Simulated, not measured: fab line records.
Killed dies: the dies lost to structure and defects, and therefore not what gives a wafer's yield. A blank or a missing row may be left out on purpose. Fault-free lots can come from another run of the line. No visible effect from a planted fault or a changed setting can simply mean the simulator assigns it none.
What tool caused it?    flow n5_finfet    30 wafers from 11 lots sampled at 2 of the route's 1938 steps

== WHAT THE GAUGES READ, wafer by wafer ==
N5_BEOL_M5_INSPECT_13: inspects for defects (brightfield). Usual: 479 for raw_defect_count, sd 110.
lot   measured      on                 raw_defect_count  flag
L380  day 8 18:23   defect_inspect-01  564 571 582       
L382  day 9 03:00   defect_inspect-02  656 500 526       
L383  day 9 03:26   defect_inspect-01  413 562 495       
L385  day 9 20:31   defect_inspect-02  410 360 389       
L388  day 10 19:01  defect_inspect-01  377 427           
L389  day 11 02:23  defect_inspect-01  447 516           
L394  day 11 18:40  defect_inspect-02  370 324           
L396  day 12 19:14  defect_inspect-01  587 676 597       
L400  day 13 10:08  defect_inspect-02  422 332 515       
L401  day 13 17:26  defect_inspect-01  606 518 625       
L402  day 13 23:13  defect_inspect-01  564 429 630       

== WHICH TOOL RAN EACH LOT (tool, then ch and the chambers of the sampled wafers, then the start) ==
lot   N5_BEOL_M4_CO_CAP_55
L380  cvd_co-01 ch 0,1, day 8 15:17
L382  cvd_co-01 ch 0,1,2, day 8 20:53
L383  cvd_co-02 ch 0,1,2, day 8 22:59
L385  cvd_co-02 ch 1,2, day 9 17:35
L388  cvd_co-01 ch 0,1, day 10 16:00
L389  cvd_co-01 ch 1,2, day 10 21:52
L394  cvd_co-02 ch 1,2, day 11 15:28
L396  cvd_co-01 ch 0,1,2, day 12 15:44
L400  cvd_co-02 ch 1,2, day 13 05:49
L401  cvd_co-02 ch 1,2, day 13 14:24
L402  cvd_co-01 ch 0,1,2, day 13 18:57
- N5_BEOL_M4_CO_CAP_55: material Co, precursor CCTBA/H2, target thk 2 nm, time 102.1 s.

== WHAT THE TOOLS THEMSELVES READ (means of the sampled wafers that have a number; where no wafer has one, the mark that the record gives instead) ==
N5_BEOL_M4_CO_CAP_55. Usual: chamber_pressure_Torr 30.01 Torr, standard deviation 0.067; heater_power_w 226 W, standard deviation 15.
lot   tool       chamber_pressure_Torr (Torr)  heater_power_w (W)  flag
L380  cvd_co-01  30.06                         216                 
L382  cvd_co-01  30.01                         225                 
L383  cvd_co-02  29.95                         225                 
L385  cvd_co-02  30.02                         227                 
L388  cvd_co-01  29.97                         225                 
L389  cvd_co-01  30.01                         209                 
L394  cvd_co-02  30.02                         228                 
L396  cvd_co-01  30.03                         225                 
L400  cvd_co-02  30.04                         229                 
L401  cvd_co-02  29.98                         229                 
L402  cvd_co-01  30.02                         222                 

== THE ANSWER, worked out from the rows above alone ==
Rule: a lot counts as off when the mean over its wafers that have a number is more than 3 standard deviations away from the usual mean. A lot without any number at a reading at which 4 lots or more have one is off too. Where the step has rows for the other lots, those lots are counted as sound. First the gauges in route order, then the tools' own readings, where a lot's mean is used as printed above. The first step at which some lot is off is used, and at that step the reading that is off furthest; a lot without a number counts as furthest.
No lot is off at any reading shown: from this, nothing can be told.

== WHAT THE SIMULATOR HAD PUT IN ==
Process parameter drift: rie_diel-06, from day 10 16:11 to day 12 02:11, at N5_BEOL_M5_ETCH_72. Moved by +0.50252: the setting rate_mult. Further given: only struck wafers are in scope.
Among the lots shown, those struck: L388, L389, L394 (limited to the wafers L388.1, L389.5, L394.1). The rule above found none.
